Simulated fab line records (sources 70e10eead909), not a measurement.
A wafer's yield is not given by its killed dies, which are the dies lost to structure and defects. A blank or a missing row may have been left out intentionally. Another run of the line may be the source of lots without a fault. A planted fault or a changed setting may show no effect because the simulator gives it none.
Struck lot and sound lot, side by side / flow nand-harc / 26 out of 1302 route steps
Sound: wafers L805.1, L805.2, L805.6. Wafers struck: L807.1, L807.2, L807.5. Last of all comes the cause.
Per side, at each step with rows, come the tool, then ch with its chambers, and then its first start. Under that, the readings that differ: sound wafers / struck wafers / difference of the means / sigmas: that difference in standard deviations of wafers without a fault.
alike: words and numbers the same on both sides, and readings whose means are apart by under 2 such deviations; not compared: readings that were withheld, readings missing a value for some wafer, numbers with overlapping values and no deviation given by the record, and bounds like >300 which may hide the same value.
A row with sigmas, a row that says differs or no value, or rows on one side alone: a step with any of these is where the two part. Non-overlapping numbers with no deviation appear without sigmas and do not part them. A reading that every wafer of one side lacks parts them only if that side has two wafers or more.

first, 5 steps without rows for these wafers: NHARC_P_GATE_STRIP_15 (strips in SPM, time 780 s); NHARC_P_GATE_PRECLEAN_71 (cleans in SC1); NHARC_P_GATE_SRD_72; NHARC_P_GATE_OXIDE_16 (material SiO2, target thk 3 nm, ox time 392 s); NHARC_P_GATE_CVD_17 (deposits poly-Si, target thk 150 nm, time 900 s).
NHARC_P_GATE_HM_DEP_102: deposits aC, target thk 120 nm.
  sound on acl-dep-03 ch 0, day 6 15:43; struck on acl-dep-02 ch 0, day 7 08:20
  alike: throttle-valve-pct
NHARC_P_GATE_DEP_103: deposits SiON, target thk 30 nm.
  sound on pecvd-04 ch 0,2, day 6 16:23; struck on pecvd-04 ch 0,1,2, day 7 09:02
  alike: heater-power-w
then, 5 steps without rows for these wafers: NHARC_P_GATE_DEHYDRATE_18 (time 120 s); NHARC_P_GATE_HMDS_19 (time 30 s); NHARC_P_GATE_COAT_20 (resist thk 90 nm); NHARC_P_GATE_SOFTBAKE_21 (time 55 s); NHARC_P_GATE_EBR_22.
NHARC_P_GATE_EXPOSE_23: exposes mask P GATE, target cd 120 nm.
  sound on arfi-scanner-03 ch 0, day 6 16:49; struck on arfi-scanner-03 ch 0, day 7 09:34
reading=mask; sound=P_GATE#0 P_GATE#0 P_GATE#0; struck=P_GATE_R1#0 P_GATE_R1#0 P_GATE_R1#0; difference=differs; sigmas=
then, 2 steps without rows for these wafers: NHARC_P_GATE_PEB_24 (peb time 65 s); NHARC_P_GATE_DEVELOP_25 (develop time 35 s).
NHARC_P_GATE_CD_MEAS_26 targets a cd of 120 nm.
  sound on cd-sem-02 ch 0, day 6 16:57; struck on cd-sem-02 ch 0
reading=cd-nm (nm); sound=119.8 119.9 120.0; struck=105.9 106.6 106.4; difference=-13.6; sigmas=-26
  not compared: hold
NHARC_P_GATE_OVL_MEAS_27:
  sound: overlay-02 at day 6 17:02; struck: overlay-01 at day 7 12:41
reading=hold; sound=- - -; struck=await-dispo/2.7h/release await-dispo/2.7h/release await-dispo/2.7h/release; difference=no value on the sound wafers; sigmas=
  alike: overlay-x-nm, overlay-y-nm
NHARC_P_GATE_INSPECT_28:
  sound: defect-inspect-01 at day 6 17:04; struck: defect-inspect-01 at day 7 12:43
  alike: raw-defect-count
NHARC_P_GATE_DESCUM_31: chemistry O2, time 3 s.
  sound on rie-diel-02 ch 0,3, day 6 17:08; struck on rie-diel-02 ch 0,1,2, day 7 12:47
reading=model.P_GATE.cd-nm (nm); sound=120.1 120.2 120; struck=105.1 107.3 106.6; difference=-13.8; sigmas=
  alike: chamber-pressure-mTorr, drypump-motor-current-A, oes-product-au, rf-vpp-V, showerhead-plenum-p-Torr, throttle-valve-pct
  not compared: rf-hours-counter-h
NHARC_P_GATE_ETCH_104: etches the open film in CF4/CHF3, target depth 60 nm.
  sound on rie-diel-02 ch 1,2,3, day 6 17:14; struck on rie-diel-02 ch 1,2,3, day 7 12:52
  alike: cf4-flow-sccm, chamber-pressure-mTorr, drypump-motor-current-A, oes-product-au, rf-vpp-V, showerhead-plenum-p-Torr, throttle-valve-pct
then, 2 steps without rows for these wafers: NHARC_P_GATE_HM_OPEN_105 (chemistry O2/COS, target depth 360 nm); NHARC_P_GATE_STRIP_106 (strips in O2/COS).
NHARC_P_GATE_ETCH_114: etches the open film in CF4/O2, target depth 30 nm, overetch 3 nm, time 16.5 s.
  sound: rie-diel-02 ch 0,3; struck: rie-diel-02 ch 0,2,3
  alike: cf4-flow-sccm, chamber-pressure-mTorr, drypump-motor-current-A, oes-product-au, rf-vpp-V, showerhead-plenum-p-Torr, throttle-valve-pct
  not compared: rf-hours-counter-h
NHARC_P_GATE_ETCH_32: etches the open film in HBr/Cl2, target depth 150 nm, time 100.1 s.
  sound on rie-si-05 ch 0,1,2, day 6 17:37; struck on rie-si-03 ch 2,3, day 7 13:17
  alike: chamber-pressure-mTorr, drypump-motor-current-A, he-backside-leak-sccm, oes-product-au, throttle-valve-pct
  not compared: rf-hours-counter-h, model.P_GATE.cd-nm
NHARC_P_GATE_STRIP_108: strips in O2.
  sound on rie-diel-01 ch 0,2,3, day 6 17:46; struck on rie-diel-09 ch 1,2, day 7 13:27
  alike: chamber-pressure-mTorr, drypump-motor-current-A, oes-product-au, rf-vpp-V, showerhead-plenum-p-Torr, throttle-valve-pct
  not compared: rf-hours-counter-h
-- break in the record here, with 22 days between the starts of the struck wafers on either side (left off in module P_GATE, picked up again in module END, where the first step shown is number 1302 on the route) --
NHARC_END_SORT_01:
  only the struck wafers appear in the record here, on prober-02 ch 0 at day 29 11:42; the sound ones have no rows

== WHERE THEY PART ==
Last at NHARC_END_SORT_01 as far as this record goes, first at NHARC_P_GATE_EXPOSE_23.

WHY: what had been put in by the simulator
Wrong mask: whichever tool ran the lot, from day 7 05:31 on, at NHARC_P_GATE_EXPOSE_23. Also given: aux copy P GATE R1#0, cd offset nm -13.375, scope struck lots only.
